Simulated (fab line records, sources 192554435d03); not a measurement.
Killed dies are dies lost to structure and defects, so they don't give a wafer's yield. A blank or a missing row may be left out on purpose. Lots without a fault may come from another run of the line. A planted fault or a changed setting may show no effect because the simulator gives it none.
Which tool did it? | flow n5_finfet | 9 lots, 26 wafers sampled, at 3 steps of a route of 1938

WHAT THE GAUGES READ, wafer by wafer
N5_BEOL_M4_INSPECT_59: inspects for defects (darkfield).
lot  | measured     | on                | raw_defect_count
L142 | day 9 10:22  | defect_inspect-01 | 57 39
L140 | day 9 12:59  | defect_inspect-02 | 69 160 105
L141 | day 9 15:40  | defect_inspect-01 | 44 39 41
L147 | day 10 19:40 | defect_inspect-01 | 44 108 101
L155 | day 13 11:25 | defect_inspect-02 | 774 68 729
L157 | day 13 14:38 | defect_inspect-02 | 104 92 96
L160 | day 14 03:53 | defect_inspect-02 | 111 123 172
L162 | day 15 02:01 | defect_inspect-02 | 56 79 79
L163 | day 15 05:04 | defect_inspect-02 | 65 134 76

WHICH TOOL RAN EACH LOT (tool, then ch and the chambers of the sampled wafers, then the start)
lot  | N5_BEOL_M4_SPUTTER_92        | N5_BEOL_M4_CO_CAP_55
L142 | pvd_sputter-02, day 9 08:50  | cvd_co-01 ch 1,2, day 9 10:10
L140 | pvd_sputter-03, day 9 10:47  | cvd_co-01 ch 0,1,2, day 9 12:47
L141 | pvd_sputter-02, day 9 13:53  | cvd_co-02 ch 0,2, day 9 15:28
L147 | pvd_sputter-02, day 10 18:10 | cvd_co-02 ch 1,2, day 10 19:28
L155 | pvd_sputter-02, day 13 09:54 | cvd_co-02 ch 0,2, day 13 11:12
L157 | pvd_sputter-03, day 13 13:07 | cvd_co-01 ch 0,1,2, day 13 14:25
L160 | pvd_sputter-03, day 14 02:22 | cvd_co-01 ch 0,2, day 14 03:40
L162 | pvd_sputter-03, day 15 00:26 | cvd_co-01 ch 0,2, day 15 01:48
L163 | pvd_sputter-02, day 15 03:28 | cvd_co-01 ch 0,2, day 15 04:48
- N5_BEOL_M4_SPUTTER_92: material Cu, target thk 4.5 nm, time 8.29 s.
- N5_BEOL_M4_CO_CAP_55: material Co, precursor CCTBA/H2, target thk 2 nm, time 102.1 s.

THE ANSWER, worked out from the rows above alone
Rule: what is usual is taken from the lots themselves. Put in order of their means at a reading, lots are off if they are a third of the lots or fewer, leave a main group of 4 or more, and stand apart from it by a gap of 3 or more times the standard deviation of the main group's means; of several such gaps the widest counts. A main group whose means are all the same, to the digits that the tables above print for the reading, isn't used. A lot without any number at a reading at which 4 lots or more have one is off too. The other lots that the step has rows for count as sound.
Off: L155, at N5_BEOL_M4_INSPECT_59 (raw_defect_count). The main group: mean 85, standard deviation 29.
A tool fits if, at a process step before that reading, it ran every lot that is off, and no sound lot after the first of them. The gauges at N5_BEOL_M4_INSPECT_59 are tried like those tools. One fits: cvd_co-02 at N5_BEOL_M4_CO_CAP_55. Its last sound lot is L147 (day 10 19:28), its first lot that is off L155 (day 13 11:12): a fault that began between those two fits.

WHAT THE SIMULATOR HAD PUT IN
Chamber particle source: cvd_co-02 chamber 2, from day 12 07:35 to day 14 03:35, at N5_BEOL_M4_CO_CAP_55. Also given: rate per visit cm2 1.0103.
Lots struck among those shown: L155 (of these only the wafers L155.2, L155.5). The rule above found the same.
